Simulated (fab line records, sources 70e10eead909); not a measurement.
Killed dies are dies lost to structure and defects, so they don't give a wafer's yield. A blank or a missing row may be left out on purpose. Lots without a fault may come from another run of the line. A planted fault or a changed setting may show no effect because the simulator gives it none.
fab line records | flow nand_harc
record lots=6 wafers=18 last_day=24
route steps=1159 shown A_BONDPAD@1073 HYBRID_BOND@1094 THIN_TSV@1101 END@1159
lots that met no fault: from a run of the same line without faults
start_h: hours from the record's first day to the start of the lot's first wafer shown | wait_h: hours since the lot's step before | " the same as in the row above | L1.1+2: a row that stands for several wafers | - no value, or no start given | * or withheld: withheld | < > ~ a bound
route shown NAME@n: a module of which the file shows steps, and the number in the route of the first | usual: mean/standard deviation of fault-free wafers | same: alike in all rows | chamber/n: place in a boat | sites: the reading at each site | _std_site: their standard deviation | _edge_site: outer sites' mean less inner sites' | radius_mm: how far each site lies from the wafer's centre | mask NAME#n: copy n | behind: the tool/chamber that last shaped the wafer | hold: why the lot was held/for how many hours/how that ended | device: the transistor (n, p or np) that didn't switch | end of line: the same wafers' tests at the end of the route | a step without rows: its recipe alone | killed: dies lost to structure and defects at the first sort, not the wafer's yield | map: a wafer's dies, x killed, . not, _ none there
set.NAME: the setting as run; set.NAME@STEP: as run at that earlier step | model.NAME: the simulator's own value behind a step, which no gauge read
lots at some steps of the route; a table a step, a row a wafer
services: from which hour (start_h, from the record's first day; less than 0 if before it) a tool's chamber was out of use, for how many hours, and why
## steps
# step NHARC_A_BONDPAD_OVL_MEAS_35
# usual overlay_x_nm=-1/6 overlay_y_nm=1/4.8
# columns lot.wafer tool chamber start_h wait_h overlay_x_nm overlay_y_nm
L820.2 overlay-02 - 422.36 - -4 -5
L820.4 " - " " -4 -6
L820.5 " - " " -5 -6
L823.1 overlay-02 - 439.34 - -4 -2
L823.5 " - " " -4 -2
L823.6 " - " " -4 -2
L825.3 overlay-02 - 459.56 - -1 10
L825.4 " - " " -1 9
L825.6 " - " " -1 9
L827.1 overlay-02 - 490.82 - 0 -3
L827.2 " - " " 0 -2
L827.6 " - " " 1 -2
L833.3 overlay-02 - 516.25 - -5 4
L833.4 " - " " -5 3
L833.5 " - " " -5 3
L837.2 overlay-01 - 533.74 - 1 2
L837.3 " - " " 1 2
L837.5 " - " " 1 2
# step NHARC_A_BONDPAD_HARDBAKE_10
# recipe temp_c=118 time_s=65
# step NHARC_A_BONDPAD_DESCUM_11
# recipe time_s=3 o2_flow_sccm=200 ar_flow_sccm=0 bias_power_w=0 chemistry=O2
# usual chamber_pressure_mTorr=60.00/0.053 drypump_motor_current_A=5.6/0.41 oes_product_au=1.003/0.011 rf_vpp_V=57.7/0.9 showerhead_plenum_p_Torr=1.90/0.081 throttle_valve_pct=11.311/0.0085
# columns lot.wafer tool chamber start_h wait_h chamber_pressure_mTorr drypump_motor_current_A oes_product_au rf_hours_counter_h rf_vpp_V showerhead_plenum_p_Torr throttle_valve_pct
L820.4 rie_diel-05 3 422.49 - 59.96 5.7 0.986 17 57.8 1.99 11.303
L820.2 " 1 " " 59.98 5.2 1.005 16 57.2 1.79 11.295
L820.5 " 2 " " 60.00 6.6 0.995 - 57.5 1.81 11.324
L823.1 rie_diel-03 2 439.49 - 60.00 5.5 0.996 1 58.4 1.81 11.324
L823.6 " 3 " " 59.98 5.6 0.999 - 58.0 1.97 11.306
L823.5 " 0 " " 60.01 4.9 1.016 - 57.8 1.86 11.320
L825.4 rie_diel-05 1 459.69 - 60.08 5.2 1.005 24 56.8 1.79 11.309
L825.3 " 2 " " 59.94 6.7 0.991 24 57.5 1.81 11.312
L825.6 " 0 " " 59.87 5.8 1.002 - 57.3 1.78 11.317
L827.2 rie_diel-03 3 490.94 - 60.06 5.6 1.009 3 59.0 1.97 11.312
L827.1 " 1 " " 60.02 5.8 1.011 4 57.7 1.99 11.315
L827.6 " 3 " " 60.07 5.6 1.000 - 59.0 1.97 11.303
L833.3 rie_diel-02 2 516.38 - 59.89 5.4 1.018 1 57.7 1.98 11.308
L833.4 " 3 " " 60.01 5.9 1.011 1 57.1 1.93 11.303
L833.5 " 2 " " 60.06 5.4 1.020 - 58.1 1.98 11.313
L837.2 rie_diel-03 0 533.88 - 60.02 4.9 1.019 6 56.5 1.86 11.301
L837.3 " 1 " " 60.11 5.8 0.998 5 57.9 1.99 11.304
L837.5 " 3 " " 59.99 5.6 1.006 - 58.1 1.97 11.304
# step NHARC_A_BONDPAD_ETCH_34
# recipe target_depth_a=600 overetch_a=180 time_s=65.91 ion_energy_ev=200 n2_flow_sccm=150 h2_flow_sccm=150 ar_flow_sccm=0 rf_w=400 bias_w=150 chemistry=N2/H2
# step NHARC_A_BONDPAD_ETCH_12
# recipe target_depth_a=2200 time_s=110 chf3_flow_sccm=50 o2_flow_sccm=10 ar_flow_sccm=200 rf_w=500 bias_w=200 chemistry=CHF3/O2
# step NHARC_A_BONDPAD_CD_MEAS_13
# usual cd_nm=500.2/2.2
# columns lot.wafer tool chamber start_h wait_h cd_nm
L820.2 cd_sem-01 - 422.81 - 498.8
L820.4 " - " " 502.2
L820.5 " - " " 499.4
L823.1 cd_sem-01 - 439.78 - 499.5
L823.5 " - " " 502.9
L823.6 " - " " 499.3
L825.3 cd_sem-03 - 460.06 - 497.4
L825.4 " - " " 499.2
L825.6 " - " " 499.8
L827.1 cd_sem-03 - 491.25 - 499.2
L827.2 " - " " 499.7
L827.6 " - " " 498.7
L833.3 cd_sem-03 - 516.69 - 500.6
L833.4 " - " " 496.8
L833.5 " - " " 501.9
L837.2 cd_sem-01 - 534.18 - 502.9
L837.3 " - " " 501.1
L837.5 " - " " 503.1
# step NHARC_A_BONDPAD_STRIP_15
# recipe o2_flow_sccm=500 ar_flow_sccm=0 bias_w=0 chemistry=O2
# step NHARC_A_BONDPAD_ETCH_24
# recipe target_depth_a=300 over_etch_frac=0.3 time_s=72.99 ion_energy_ev=150 cf4_flow_sccm=50 n2_flow_sccm=100 ar_flow_sccm=150 rf_w=300 bias_w=100 chemistry=CF4/N2
# usual chamber_pressure_mTorr=29.999/0.03 drypump_motor_current_A=5.6/0.43 oes_product_au=1.004/0.011 rf_vpp_V=314.0/2 showerhead_plenum_p_Torr=2.61/0.1 throttle_valve_pct=19.795/0.0097
# columns lot.wafer tool chamber start_h wait_h chamber_pressure_mTorr drypump_motor_current_A oes_product_au rf_hours_counter_h rf_vpp_V showerhead_plenum_p_Torr throttle_valve_pct
L820.4 rie_diel-03 2 - - 29.954 5.6 0.983 1 311.4 2.49 19.779
L820.2 " 3 " " 30.009 5.6 1.019 1 316.3 2.70 19.799
L820.5 " 2 " " 29.967 5.6 0.980 - 312.4 2.49 19.798
L823.1 rie_diel-02 2 - - 29.993 5.4 1.013 34 315.2 2.72 19.801
L823.5 " 1 " " 30.044 5.9 1.000 - 313.2 2.60 19.786
L823.6 " 2 " " 29.973 5.4 1.014 - 316.6 2.72 19.787
L825.3 rie_diel-03 0 - - 29.965 4.9 1.010 3 313.2 2.56 19.797
L825.4 " 2 " " 29.958 5.5 0.988 2 310.8 2.49 19.797
L825.6 " 0 " " 30.013 4.9 1.009 - 312.6 2.56 19.808
L827.2 rie_diel-03 2 - - 29.998 5.6 0.992 3 312.3 2.49 19.790
L827.1 " 3 " " 29.995 5.6 1.006 4 315.9 2.70 19.787
L827.6 " 1 " " 29.987 5.8 1.020 - 315.2 2.72 19.802
L833.4 rie_diel-02 0 - - 29.991 6.4 1.008 1 317.6 2.84 19.773
L833.3 " 2 " " 30.021 5.4 1.021 1 316.1 2.71 19.801
L833.5 " 3 " " 30.015 5.9 1.017 - 316.2 2.65 19.813
L837.3 rie_diel-05 1 534.44 0.1 29.950 5.2 1.012 2 312.5 2.46 19.790
L837.2 " 2 " " 30.018 6.7 1.007 2 311.4 2.49 19.792
L837.5 " 2 " " 29.987 6.7 1.009 - 310.8 2.49 19.794
# step NHARC_A_BONDPAD_STRIP_16
# recipe time_s=600 temp_c=30 chemistry=post_etch_residue_remover
# step NHARC_A_BONDPAD_DEGAS_25
# recipe temp_c=300 time_s=60
# step NHARC_A_BONDPAD_PRE_CLEAN_26
# recipe time_s=30 temp_c=280 gas=H2/He
# usual heater_power_w=382/32
# columns lot.wafer tool chamber start_h wait_h heater_power_w
L820.4 pvd_sputter-02 - - - 383
L820.2 " - " " 343
L820.5 " - " " 412
L823.1 pvd_sputter-02 - - - 413
L823.6 " - " " 334
L823.5 " - " " 353
L825.4 pvd_sputter-02 - - - 355
L825.3 " - " " 380
L825.6 " - " " 347
L827.1 pvd_sputter-01 - - - 443
L827.2 " - " " 399
L827.6 " - " " 449
L833.4 pvd_sputter-02 - - - 332
L833.3 " - " " 421
L833.5 " - " " 353
L837.2 pvd_sputter-02 - - - 355
L837.3 " - " " 412
L837.5 " - " " 331
# step NHARC_A_BONDPAD_PVD_17
# recipe target_thk_a=50 bias_v=168.6 power_w=15000 chamber_pressure_pa=0.12 time_s=8.06 substrate_temp_c=50 material=TaN
# step NHARC_A_BONDPAD_PVD_27
# recipe target_thk_a=300 chamber_pressure_pa=5 power_w=5000 substrate_temp_c=30 time_s=20.49 material=Cu
# usual throttle_valve_pct=29.8/0.88
# columns lot.wafer tool chamber start_h wait_h throttle_valve_pct
L820.4 pvd_sputter-02 - 423.66 - 29.3
L820.2 " - " " 29.8
L820.5 " - " " 30.5
L823.1 pvd_sputter-02 - 440.74 - 29.2
L823.6 " - " " 30.0
L823.5 " - " " 30.0
L825.3 pvd_sputter-02 - 460.90 - 30.4
L825.4 " - " " 30.2
L825.6 " - " " 29.3
L827.2 pvd_sputter-01 - 492.10 - 29.9
L827.1 " - " " 29.5
L827.6 " - " " 31.7
L833.4 pvd_sputter-02 - 517.58 - 29.3
L833.3 " - " " 30.8
L833.5 " - " " 29.2
L837.3 pvd_sputter-02 - 535.07 - 29.1
L837.2 " - " " 30.2
L837.5 " - " " 29.7
# step NHARC_A_BONDPAD_ECD_18
# recipe target_thk_a=4000 bath_temp_c=25 material=Cu
# step NHARC_A_BONDPAD_ANNEAL_28
# recipe temp_c=225 time_s=90
# step NHARC_A_BONDPAD_CMP_19
# recipe t_overpolish_s=30 cu_recess_touch_s=16 target_thk_nm=169.8
# step NHARC_A_BONDPAD_SRD_21
# recipe time_s=30 temp_c=23 dry_time_s=20 spin_rpm=1500
# step NHARC_A_BONDPAD_INSPECT_23
# usual raw_defect_count=468/120
# columns lot.wafer tool chamber start_h wait_h raw_defect_count
L820.2 defect_inspect-01 - 425.09 0.0 846
L820.4 " - " " 529
L820.5 " - " " 607
L823.1 defect_inspect-01 - 442.16 0.0 611
L823.5 " - " " 534
L823.6 " - " " 496
L825.3 defect_inspect-01 - 462.31 0.0 384
L825.4 " - " " 407
L825.6 " - " " 314
L827.1 defect_inspect-02 - 493.51 0.0 437
L827.2 " - " " 498
L827.6 " - " " 506
L833.3 defect_inspect-01 - 518.97 0.0 487
L833.4 " - " " 357
L833.5 " - " " 385
L837.2 defect_inspect-01 - 536.45 0.0 343
L837.3 " - " " 400
L837.5 " - " " 440
# step NHARC_HYBRID_BOND_ACTIVATE_00
# recipe time_s=60 n2_flow_sccm=200 ar_flow_sccm=0 bias_power_w=0 chemistry=N2
# step NHARC_HYBRID_BOND_PRECLEAN_01
# recipe time_s=300 temp_c=23 chemistry=DIW
# step NHARC_HYBRID_BOND_SRD_02
# recipe time_s=30 temp_c=23 dry_time_s=20 spin_rpm=1500
# step NHARC_HYBRID_BOND_BOND_03
# recipe temp_c=25
# step NHARC_HYBRID_BOND_ANNEAL_04
# recipe temp_c=300 time_s=7200 ramp_up_c_per_min=5 ramp_down_c_per_min=3 idle_temp_c=100 pressure_atm=1
# step NHARC_HYBRID_BOND_OVL_MEAS_05
# usual overlay_x_nm=1/32 overlay_y_nm=-4/35
# columns lot.wafer tool chamber start_h wait_h overlay_x_nm overlay_y_nm
L820.2 overlay-01 - 434.69 0.4 -46 -10
L820.4 " - " " -9 -16
L820.5 " - " " 36 24
L823.1 overlay-01 - 455.72 0.4 27 33
L823.6 " - " " 51 -11
L825.3 overlay-02 - 480.50 0.4 -41 -54
L825.6 " - " " -6 -49
L827.1 overlay-01 - 505.37 0.4 -23 22
L827.2 " - " " 49 19
L827.6 " - " " -33 43
L833.3 overlay-01 - 529.98 0.4 28 37
L833.4 " - " " 1 54
L833.5 " - " " 34 13
L837.2 overlay-01 - 546.03 0.4 -54 -13
L837.3 " - " " -45 4
L837.5 " - " " -42 -36
# step NHARC_HYBRID_BOND_INSPECT_06
# recipe inspect_instrument=ir_void
# usual raw_defect_count=33/16
# columns lot.wafer tool chamber start_h wait_h raw_defect_count
L820.2 defect_inspect-01 - 434.74 0.1 53
L820.4 " - " " 37
L820.5 " - " " 45
L823.1 defect_inspect-02 - 455.77 0.0 46
L823.6 " - " " 41
L825.3 defect_inspect-02 - 480.55 0.1 42
L825.6 " - " " 43
L827.1 defect_inspect-02 - 505.43 0.1 16
L827.2 " - " " 11
L827.6 " - " " 20
L833.3 defect_inspect-02 - 530.03 0.1 12
L833.4 " - " " 10
L833.5 " - " " 19
L837.2 defect_inspect-02 - 546.09 0.1 49
L837.3 " - " " 47
L837.5 " - " " 46
# step NHARC_THIN_TSV_GRIND_00
# recipe target_thk_um=6
# usual motor_current_A=11.998/0.023
# columns lot.wafer tool chamber start_h wait_h motor_current_A
L820.2 grinder-01 0 436.76 2.0 11.983
L820.4 " 0 " " 11.951
L820.5 " 0 " " 11.988
L823.1 grinder-01 0 455.92 0.1 11.980
L823.6 " 0 " " 12.038
L825.3 grinder-01 0 481.10 0.5 11.988
L825.6 " 0 " " 12.017
L827.1 grinder-01 0 505.58 0.1 12.039
L827.2 " 0 " " 12.041
L827.6 " 0 " " 12.006
L833.3 grinder-01 0 531.78 1.7 11.996
L833.4 " 0 " " 11.986
L833.5 " 0 " " 12.023
L837.2 grinder-01 0 547.65 1.6 12.011
L837.3 " 0 " " 12.017
L837.5 " 0 " " 12.012
# step NHARC_THIN_TSV_CMP_01
# recipe target_thk_um=3
# usual motor_current_A=11.6/1.1
# columns lot.wafer tool chamber start_h wait_h motor_current_A
L820.4 cmp-01 2 437.79 0.4 11.6
L820.2 " 1 " " 12.3
L820.5 " 2 " " 11.2
L823.1 cmp-03 1 457.13 1.0 10.4
L823.6 " 1 " " 10.7
L825.3 cmp-03 0 481.94 0.6 10.9
L825.6 " 1 " " 10.9
L827.1 cmp-02 2 506.82 1.0 10.8
L827.2 " 0 " " 12.7
L827.6 " 2 " " 11.4
L833.3 cmp-01 2 532.64 0.7 11.6
L833.4 " 0 " " 12.2
L833.5 " 2 " " 11.9
L837.3 cmp-02 2 548.68 0.6 10.5
L837.2 " 3 " " 10.3
L837.5 " 2 " " 11.4
# step NHARC_THIN_TSV_THK_MEAS_02
# recipe thk_meas_gauge=ir
# usual thk_nm=2994/180
# columns lot.wafer tool chamber start_h wait_h thk_nm
L820.2 film_metro-01 - 438.05 - 2789
L820.4 " - " " 2912
L820.5 " - " " 2739
L823.1 film_metro-02 - 457.39 - 3116
L823.6 " - " " 3147
L825.3 film_metro-01 - 482.21 0.2 3182
L825.6 " - " " 2744
L827.1 film_metro-01 - 507.08 - 3199
L827.2 " - " " 3266
L827.6 " - " " 3472
L833.3 film_metro-02 - 532.88 - 3063
L833.4 " - " " 3112
L833.5 " - " " 3109
L837.2 film_metro-01 - 548.94 - 3010
L837.3 " - " " 3231
L837.5 " - " " 2951
# step NHARC_THIN_TSV_SRD_03
# step NHARC_THIN_TSV_PRECLEAN_41
# recipe time_s=* temp_c=50 bath_age_min=0 chemistry=SC1
# step NHARC_THIN_TSV_SRD_42
# step NHARC_THIN_TSV_DEP_43
# recipe target_thk_a=13285 temp_c=withheld pressure_torr=6.5 rf_w=900 teos_flow_sccm=161.4 flow_sccm=2650 target_thk_nm=1328.5 gas=O2 material=SiO2
# step NHARC_THIN_TSV_DEHYDRATE_04
# recipe temp_c=150 time_s=120
# step NHARC_THIN_TSV_HMDS_05
# recipe time_s=30
# step NHARC_THIN_TSV_COAT_06
# recipe spin_rpm=*
# step NHARC_THIN_TSV_SOFTBAKE_07
# recipe temp_c=122 time_s=95
# step NHARC_THIN_TSV_EBR_08
# step NHARC_THIN_TSV_EXPOSE_09
# recipe na=0.55 dose_mj=30.7 mask_id=TSV
# step NHARC_THIN_TSV_PEB_10
# recipe peb_temp_c=118 peb_time_s=85
# step NHARC_END_SORT_01
# recipe temp_c=25
# usual defect_limited_yield=95.4/1.7 killed_at_array=27/11 killed_at_other=0.6/0.89 killed_at_periphery=3.0/2.4 killed_dies=31/12 killed_open=3.2/1.6 killed_short=2.0/1.5 sort_bin_2_pct=1.5/0.69 sort_bin_3_pct=0.23/0.22 sort_bin_4_pct=2.9/1.1 sort_n_pass=646/12 sort_rim_yield_pct=94/3.3 sort_yield_pct=95.4/1.7
# same gross_dies=677 sort_bin_5_pct[%]=0 sort_bin_6_pct[%]=0 sort_bin_7_pct[%]=0 sort_bin_8_pct[%]=0 sort_rim_n_gross=106.00
# columns lot.wafer tool chamber start_h wait_h defect_limited_yield[%] killed_at_array killed_at_other killed_at_periphery killed_dies killed_open killed_short sort_bin_2_pct[%] sort_bin_3_pct[%] sort_bin_4_pct[%] sort_n_pass sort_rim_yield_pct[%] sort_yield_pct[%]
L823.1 prober-02 0 480.41 2.5 93.8 39 1 2 42 4 0 1.8 0.30 4.1 635 91 93.8
L823.5 prober-02 0 483.58 3.7 0 675 1 1 677 1 1 95.9 0.44 3.7 0 0 0
L823.6 prober-02 0 484.37 4.0 93.8 39 2 1 42 4 3 1.8 0 4.4 635 96 93.8
L825.4 prober-02 0 501.17 3.4 0 674 1 2 677 2 5 96.2 0.30 3.5 0 0 0
L833.3 prober-02 0 549.32 3.1 97.5 13 1 3 17 3 2 0.4 0.30 1.8 660 98 97.5
L833.4 prober-02 0 550.13 3.4 97.6 13 1 2 16 4 4 1.0 0 1.3 661 97 97.6
L833.5 prober-02 0 550.94 3.7 97.2 17 0 2 19 5 2 0.6 0 2.2 658 95 97.2
L837.2 prober-01 0 564.31 2.8 92.9 41 1 6 48 3 5 2.5 0.44 4.1 629 87 92.9
L837.3 prober-01 0 565.11 3.1 95.0 29 0 5 34 1 0 1.6 0 3.4 643 92 95.0
L837.5 prober-01 0 566.71 3.7 93.8 33 0 9 42 4 4 2.2 0.44 3.5 635 91 93.8
# killed by level:class
L823.1 A_CHANNEL_HOLE_D1:chamber_film_flake=12 A_SLIT:chamber_film_flake=12 A_STAIRCASE:chamber_film_flake=7 A_CONTACT:chamber_film_flake=2 A_WL_FILL:chamber_film_flake=2 P_M1:geometric_particle:open=1 A_SOURCE_PLATE:geometric_particle:open=1 A_CONTACT:geometric_particle:open=1
L823.5 A_BONDPAD:area_pvd=635 A_SLIT:chamber_film_flake=13 A_CHANNEL_HOLE_D1:chamber_film_flake=12 A_CONTACT:chamber_film_flake=5 A_STAIRCASE:chamber_film_flake=4 A_WL_FILL:chamber_film_flake=4 P_M0:geometric_particle:open=1 A_WL_FILL:geometric_particle:short=1
L823.6 A_CHANNEL_HOLE_D1:chamber_film_flake=17 A_SLIT:chamber_film_flake=9 A_CONTACT:chamber_film_flake=3 A_CHANNEL_FILL_D1:geometric_particle:short=3 A_M0:geometric_particle:open=2 A_STAIRCASE:chamber_film_flake=2 THIN_TSV:chamber_film_flake=2 A_SOURCE_PLATE:geometric_particle:open=1
L825.4 A_BONDPAD:area_pvd=642 A_SLIT:chamber_film_flake=13 A_CHANNEL_HOLE_D1:chamber_film_flake=9 A_SOURCE_PLATE:geometric_particle:short=2 A_STAIRCASE:chamber_film_flake=2 P_M0:geometric_particle:short=1 A_SOURCE_PLATE:geometric_particle:open=1 A_WL_FILL:geometric_particle:short=1
L833.3 A_CHANNEL_HOLE_D1:chamber_film_flake=5 P_STI:chamber_film_flake=3 A_SOURCE_PLATE:geometric_particle:open=1 A_ONON_D1:geometric_particle:open=1 A_CHANNEL_FILL_D1:geometric_particle:short=1 A_CONTACT:geometric_particle:short=1 A_CONTACT:geometric_particle:open=1 A_STAIRCASE:chamber_film_flake=1
L833.4 A_CHANNEL_HOLE_D1:chamber_film_flake=5 P_GATE:geometric_particle:open=2 A_WL_FILL:geometric_particle:short=2 A_SGD_CUT:geometric_particle:short=1 A_CONTACT:geometric_particle:open=1 A_CONTACT:geometric_particle:short=1 A_M1:geometric_particle:open=1 A_STAIRCASE:chamber_film_flake=1
L833.5 A_CHANNEL_HOLE_D1:chamber_film_flake=4 A_SGD_CUT:chamber_film_flake=4 A_CONTACT:geometric_particle:open=2 P_M0:geometric_particle:open=1 P_M1:geometric_particle:open=1 A_SOURCE_PLATE:geometric_particle:short=1 A_ONON_D1:geometric_particle:short=1 A_WL_FILL:geometric_particle:open=1
L837.2 A_SLIT:chamber_film_flake=17 A_CHANNEL_HOLE_D1:chamber_film_flake=9 P_CONTACT:chamber_film_flake=4 A_STAIRCASE:chamber_film_flake=3 A_CONTACT:chamber_film_flake=3 A_CHANNEL_FILL_D1:geometric_particle:short=2 A_WL_FILL:geometric_particle:short=2 P_CONTACT:geometric_particle:open=1
L837.3 A_SLIT:chamber_film_flake=14 A_CHANNEL_HOLE_D1:chamber_film_flake=7 P_CONTACT:chamber_film_flake=3 A_CONTACT:chamber_film_flake=3 A_CHANNEL_FILL_D1:chamber_film_flake=2 A_STAIRCASE:chamber_film_flake=2 A_WL_FILL:geometric_particle:open=1 P_STI:chamber_film_flake=1
L837.5 A_SLIT:chamber_film_flake=10 A_CHANNEL_HOLE_D1:chamber_film_flake=9 A_STAIRCASE:chamber_film_flake=6 P_CONTACT:chamber_film_flake=5 P_GATE:geometric_particle:open=2 P_ZERO_WELL:geometric_particle:short=1 A_ONON_D1:geometric_particle:short=1 A_CHANNEL_FILL_D1:geometric_particle:short=1
# map L823.5 (x killed, . not)
____________x____________
_________xxxxxxx_________
_______xxxxxxxxxxx_______
______xxxxxxxxxxxxx______
_____xxxxxxxxxxxxxxx_____
____xxxxxxxxxxxxxxxxx____
____xxxxxxxxxxxxxxxxx____
___xxxxxxxxxxxxxxxxxxx___
___xxxxxxxxxxxxxxxxxxx___
__xxxxxxxxxxxxxxxxxxxxx__
__xxxxxxxxxxxxxxxxxxxxx__
_xxxxxxxxxxxxxxxxxxxxxxx_
_xxxxxxxxxxxxxxxxxxxxxxx_
_xxxxxxxxxxxxxxxxxxxxxxx_
_xxxxxxxxxxxxxxxxxxxxxxx_
_xxxxxxxxxxxxxxxxxxxxxxx_
xxxxxxxxxxxxxxxxxxxxxxxxx
xxxxxxxxxxxxxxxxxxxxxxxxx
xxxxxxxxxxxxxxxxxxxxxxxxx
xxxxxxxxxxxxxxxxxxxxxxxxx
xxxxxxxxxxxxxxxxxxxxxxxxx
_xxxxxxxxxxxxxxxxxxxxxxx_
_xxxxxxxxxxxxxxxxxxxxxxx_
_xxxxxxxxxxxxxxxxxxxxxxx_
_xxxxxxxxxxxxxxxxxxxxxxx_
_xxxxxxxxxxxxxxxxxxxxxxx_
__xxxxxxxxxxxxxxxxxxxxx__
__xxxxxxxxxxxxxxxxxxxxx__
___xxxxxxxxxxxxxxxxxxx___
___xxxxxxxxxxxxxxxxxxx___
____xxxxxxxxxxxxxxxxx____
____xxxxxxxxxxxxxxxxx____
_____xxxxxxxxxxxxxxx_____
______xxxxxxxxxxxxx______
_______xxxxxxxxxxx_______
_________xxxxxxx_________
____________x____________
# map L825.4 (x killed, . not)
____________x____________
_________xxxxxxx_________
_______xxxxxxxxxxx_______
______xxxxxxxxxxxxx______
_____xxxxxxxxxxxxxxx_____
____xxxxxxxxxxxxxxxxx____
____xxxxxxxxxxxxxxxxx____
___xxxxxxxxxxxxxxxxxxx___
___xxxxxxxxxxxxxxxxxxx___
__xxxxxxxxxxxxxxxxxxxxx__
__xxxxxxxxxxxxxxxxxxxxx__
_xxxxxxxxxxxxxxxxxxxxxxx_
_xxxxxxxxxxxxxxxxxxxxxxx_
_xxxxxxxxxxxxxxxxxxxxxxx_
_xxxxxxxxxxxxxxxxxxxxxxx_
_xxxxxxxxxxxxxxxxxxxxxxx_
xxxxxxxxxxxxxxxxxxxxxxxxx
xxxxxxxxxxxxxxxxxxxxxxxxx
xxxxxxxxxxxxxxxxxxxxxxxxx
xxxxxxxxxxxxxxxxxxxxxxxxx
xxxxxxxxxxxxxxxxxxxxxxxxx
_xxxxxxxxxxxxxxxxxxxxxxx_
_xxxxxxxxxxxxxxxxxxxxxxx_
_xxxxxxxxxxxxxxxxxxxxxxx_
_xxxxxxxxxxxxxxxxxxxxxxx_
_xxxxxxxxxxxxxxxxxxxxxxx_
__xxxxxxxxxxxxxxxxxxxxx__
__xxxxxxxxxxxxxxxxxxxxx__
___xxxxxxxxxxxxxxxxxxx___
___xxxxxxxxxxxxxxxxxxx___
____xxxxxxxxxxxxxxxxx____
____xxxxxxxxxxxxxxxxx____
_____xxxxxxxxxxxxxxx_____
______xxxxxxxxxxxxx______
_______xxxxxxxxxxx_______
_________xxxxxxx_________
____________x____________
## services
# columns tool chamber start_h hours kind
rie_diel-03 0 401.30 - clean
rie_diel-03 1 401.30 - clean
rie_diel-03 2 401.30 - clean
rie_diel-03 3 401.30 - clean
pvd_sputter-02 - 401.59 6.6 repair
grinder-01 - 420.94 1.9 repair
cmp-02 - 422.52 4.0 pm
rie_diel-03 0 425.80 - clean
rie_diel-03 1 425.80 - clean
rie_diel-03 - 426.01 1.8 repair
cmp-03 - 450.28 4.0 pm
cmp-01 - 458.87 0.5 repair
grinder-01 - 462.58 1.7 repair
grinder-01 - 465.88 0.4 repair
cmp-01 - 473.63 4.0 pm
cmp-02 - 490.33 0.6 repair
pvd_sputter-02 - 496.49 5.5 repair
rie_diel-02 - 504.89 9.0 pm
rie_diel-05 - 517.60 9.0 pm
rie_diel-02 3 518.70 3.7 repair
cmp-02 - 520.64 4.0 pm
pvd_sputter-01 - 523.33 10.0 pm
cmp-03 - 530.22 6.0 repair
cmp-03 - 548.28 4.0 pm
## key
first_sign step=NHARC_END_SORT_01 reading=sort_bin_2_pct direction=up sigmas=99+ usual=1.5 struck=96.0
effect step=NHARC_END_SORT_01 reading=killed_at_array direction=up sigmas=59 usual=27 struck=674
more_kills_born_at NHARC_A_BONDPAD_PVD_27@pvd_sputter-02=1277
met_at NHARC_A_BONDPAD_PVD_27
struck_wafers L823.5,L825.4
later_rows_left_out L823.5,L825.4
fault kind=process_parameter_drift tool=pvd_sputter-02 chamber=- onset_h=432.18 steps=NHARC_A_BONDPAD_PVD_27 channel=target_thk_a offset=* shape=step end_h=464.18 acts_in=* stated=* scope=struck_wafers_only
# later_rows_left_out: the simulator's readings of these wafers behind a module that went badly wrong aren't trusted and aren't shown, but for the sort
